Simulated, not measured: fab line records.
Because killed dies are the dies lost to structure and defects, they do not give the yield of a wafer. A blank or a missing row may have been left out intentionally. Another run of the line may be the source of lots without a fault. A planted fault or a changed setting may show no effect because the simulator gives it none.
A lot that was struck, set against a sound lot | flow n5 finfet | 15 steps out of a route of 1938
Sound: these wafers, L806.1, L806.4, L806.5. Struck: wafer L812.3 (left out: L812.1, L812.4 of the same lot, which were not struck); the cause appears at the end.
Order at every step that has rows: each side's tool, ch and its chambers, its first start. Under that, the readings that differ: sound wafers | struck wafers | difference of the means | sigmas: that difference in standard deviations of wafers without a fault.
alike: a reading whose means differ by less than 2 such deviations, as well as words and numbers matching on both sides. not compared: withheld readings; readings where some wafer has no value; bounds like >300 that might hide an equal value; numbers whose values overlap and for which the record gives no deviation.
The two part at a step that has a row with sigmas, a row that says differs or no value, or rows on one side only. Numbers that don't overlap but have no deviation are shown without sigmas and don't part them. A reading missing from all wafers of one side parts the sides only when that side holds two or more wafers.

N5_BEOL_M1_INSPECT_30: inspects for defects (brightfield).
  struck on defect inspect-01, day 7 22:20; sound on defect inspect-02, day 6 13:53
  alike: raw defect count
N5_BEOL_M1_DESCUM_33: chemistry O2, time 7 s.
  sound on rie diel-03 ch 0,1,3, day 6 13:55; struck on rie diel-02 ch 1, day 7 22:24
  reading                     | sound       | struck | difference | sigmas
  drypump motor current A (A) | 4.7 5.5 6.0 | 6.4    | +1.0       | +2
  alike: oes product au, rf vpp V, showerhead plenum p Torr, throttle valve pct
  not compared: rf hours counter h
then, 1 step without rows for these wafers: N5_BEOL_M1_ETCH_77 (etches underlayer in N2/H2, target depth 6.5 nm, time 5.2 s).
N5_BEOL_M1_ETCH_69: etches SiARC in CF4, target depth 15.6 nm, time 26 s.
  sound on rie diel-03 ch 0,1,3, day 6 13:58; struck on rie diel-02 ch 1, day 7 22:27
  reading                     | sound       | struck | difference | sigmas
  drypump motor current A (A) | 4.7 5.5 6.0 | 6.3    | +0.9       | +2
  alike: bias w, etch rf on time s, oes product au, rf vpp V, showerhead plenum p Torr, throttle valve pct
  not compared: rf hours counter h
then, 1 step without rows for these wafers: N5_BEOL_M1_ALD_98 (deposits SiO2, target thk 2.5 nm, pulse time 1 s, co reactant pulse time 1 s).
N5_BEOL_M1_ETCHBACK_99: etches SiO2 in CHF3, target depth 5 nm, time 10.4 s.
  sound on rie diel-02 ch 1,3, day 6 20:52; struck on rie diel-03 ch 2, day 8 06:19
  alike: drypump motor current A, oes product au, rf vpp V, showerhead plenum p Torr, throttle valve pct
  not compared: rf hours counter h
then, 3 steps without rows for these wafers: N5_BEOL_M1_ETCH_70 (etches SOC in N2/H2, target depth 80 nm, overetch 16 nm, time 120 s); N5_BEOL_M1_STRIP_71 (strips in N2/H2); N5_BEOL_M1_STRIP_78 (strips in N2/H2).
N5_BEOL_M1_VIA_ETCH_34: etches the open film in C4F6/O2, target depth 67.8 nm, time 64.4 s.
  sound on rie diel-02 ch 1,3, day 6 21:01; struck on rie diel-03 ch 2, day 8 06:28
  alike: bias w, drypump motor current A, oes product au, rf vpp V, showerhead plenum p Torr, throttle valve pct
  not compared: rf hours counter h
then, 2 steps without rows for these wafers: N5_BEOL_M1_STRIP_83 (strips in C4F6/O2); N5_BEOL_M1_STRIP_36 (strips in N2/H2).
N5_BEOL_M1_TRENCH_ETCH_37: etches SiOC in C4F6/O2, target depth 55.207 nm, time 29 s.
  sound on rie diel-02 ch 1,3, day 6 21:07; struck on rie diel-03 ch 2, day 8 06:34
  reading                             | sound             | struck | difference | sigmas
  bias w (W)                          | 184.3 185.0 184.1 | 206.1  | +21.6      | +39
  rf vpp V (V)                        | 664 657 663       | 723    | +62        | +10
  model.BEOL_M1.feature depth nm (nm) | 54.8 55.4 54.8    | 55.6   | +0.6       |
  model.etch.depth nm (nm)            | 54.79 55.49 54.86 | 55.53  | +0.48      |
  alike: drypump motor current A, oes product au, showerhead plenum p Torr, throttle valve pct
  not compared: rf hours counter h
N5_BEOL_M1_ETCH_41: etches SiCN in CH3F/O2, target depth 31.9 nm, time 57.8 s.
  sound on rie diel-02 ch 1,3; struck on rie diel-03 ch 2
  alike: bias w, drypump motor current A, oes product au, rf vpp V, showerhead plenum p Torr, throttle valve pct
  not compared: rf hours counter h
-- a jump in the record: the struck wafers' starts before and after are 2 days apart (it breaks off in module BEOL_M1 and resumes in module BEOL_M4, where the first step shown is number 1111 of the route) --
N5_BEOL_M4_RC_MEAS_101:
  sound on prober-01 ch 0, day 9 06:11; struck on prober-01 ch 0, day 10 17:01
  reading       | sound       | struck | difference | sigmas
  ION_P (uA/um) | 467 471 473 | 457    | -13        | -2
  alike: DIBL_N, DIBL_P, IOFF_N, IOFF_P, ION_N, SS_N, SS_P, VT_N, VT_P

== WHERE THEY PART ==
Earliest at N5_BEOL_M1_DESCUM_33; latest, in this record, at N5_BEOL_M4_RC_MEAS_101.

WHY: what had been put in by the simulator
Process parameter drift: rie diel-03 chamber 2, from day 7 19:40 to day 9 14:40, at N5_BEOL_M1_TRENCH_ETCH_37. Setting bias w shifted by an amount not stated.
